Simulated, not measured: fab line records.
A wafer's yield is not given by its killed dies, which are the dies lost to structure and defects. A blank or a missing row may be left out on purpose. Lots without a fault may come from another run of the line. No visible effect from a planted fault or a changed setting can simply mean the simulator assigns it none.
Which tool did it? ; flow n5 finfet ; 10 lots, 30 wafers sampled, at 3 steps of a route of 1938

## WHAT EACH GAUGE READ, for each wafer
N5_SD_EPI_N_CD_MEAS_09: target cd 120 nm.
lot;measured;on;cd nm (nm)
L860;day 3 06:38;cd sem-02;120.8 119.2 119.8
L861;day 3 07:17;cd sem-01;122.3 121.7 121.3
L867;day 4 17:17;cd sem-01;119.5 119.7 120.1
L868;day 5 03:22;cd sem-03;121.4 121.7 120.4
L871;day 5 20:45;cd sem-03;119.5 120.5 120.1
L872;day 6 01:10;cd sem-01;120.0 120.8 121.0
L874;day 6 15:32;cd sem-02;119.0 119.8 120.4
L881;day 8 06:40;cd sem-02;115.3 115.2 115.7
L882;day 8 18:11;cd sem-03;115.7 116.3 115.9
L883;day 8 21:05;cd sem-02;120.7 119.9 119.8

## WHICH TOOL RAN EACH LOT (tool, then ch and the chambers of the sampled wafers, then the start)
lot;N5_DUMMY_GATE_HM_OPEN_21;N5_SD_EPI_N_EXPOSE_06
L860;rie diel-01 ch 0,2, day 3 04:52;arfi scanner-02 ch 0, day 3 06:31
L861;rie diel-01 ch 0,1, day 3 05:11;arfi scanner-01 ch 0, day 3 07:10
L867;rie diel-01 ch 0,2, day 4 15:46;arfi scanner-01 ch 0, day 4 17:10
L868;rie diel-02 ch 1,2,3, day 5 01:27;arfi scanner-02 ch 0, day 5 03:16
L871;rie diel-02 ch 0,2, day 5 19:13;arfi scanner-03 ch 0, day 5 20:38
L872;rie diel-01 ch 0,2,3, day 5 23:31;arfi scanner-01 ch 0, day 6 01:03
L874;rie diel-02 ch 0,1,3, day 6 13:35;arfi scanner-01 ch 0, day 6 15:25
L881;rie diel-02 ch 0,1, day 8 05:08;arfi scanner-02 ch 0, day 8 06:32
L882;rie diel-01 ch 0,3, day 8 16:40;arfi scanner-02 ch 0, day 8 18:04
L883;rie diel-02 ch 0,2,3, day 8 18:32;arfi scanner-01 ch 0, day 8 20:58
- N5_DUMMY_GATE_HM_OPEN_21: chemistry CH3F/O2, target SiNx, target depth 120 nm, time 171.4 s.
- N5_SD_EPI_N_EXPOSE_06: exposes mask SD N BLK, target cd 120 nm.

## THE ANSWER, worked out from the rows above alone
Rule: usual is defined by the lots themselves. The widest of any qualifying gaps counts: lots, ordered by their means at a reading, are off when they make up no more than a third of the lots, leave a main group of 4 or more, and stand apart from it by 3 or more times the standard deviation of that group's means. A main group whose means are all the same, to the digits that the tables above print for the reading, isn't used. A lot without any number at a reading at which 4 lots or more have one is off too. All remaining lots with rows at the step are treated as sound.
Off: L881, L882 (N5_SD_EPI_N_CD_MEAS_09, cd nm). Mean 120.4 nm and standard deviation 0.69 in the main group.
If a tool, at a process step before that reading, ran all the lots that are off and no sound lot after the first of them, it fits. Those tools and the gauges at N5_SD_EPI_N_CD_MEAS_09 are tried in the same way. One fits: N5_SD_EPI_N_EXPOSE_06 on arfi scanner-02. Its last sound lot is L868 (day 5 03:16), its first lot that is off L881 (day 8 06:32): a fault that began between those two fits.

## WHAT HAD BEEN PUT IN BY THE SIMULATOR
Process parameters drifting: arfi scanner-02 at N5_SD_EPI_N_EXPOSE_06, beginning at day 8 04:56. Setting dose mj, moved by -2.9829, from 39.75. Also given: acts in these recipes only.
Struck lots among those shown: L881, L882. The rule above found the same.
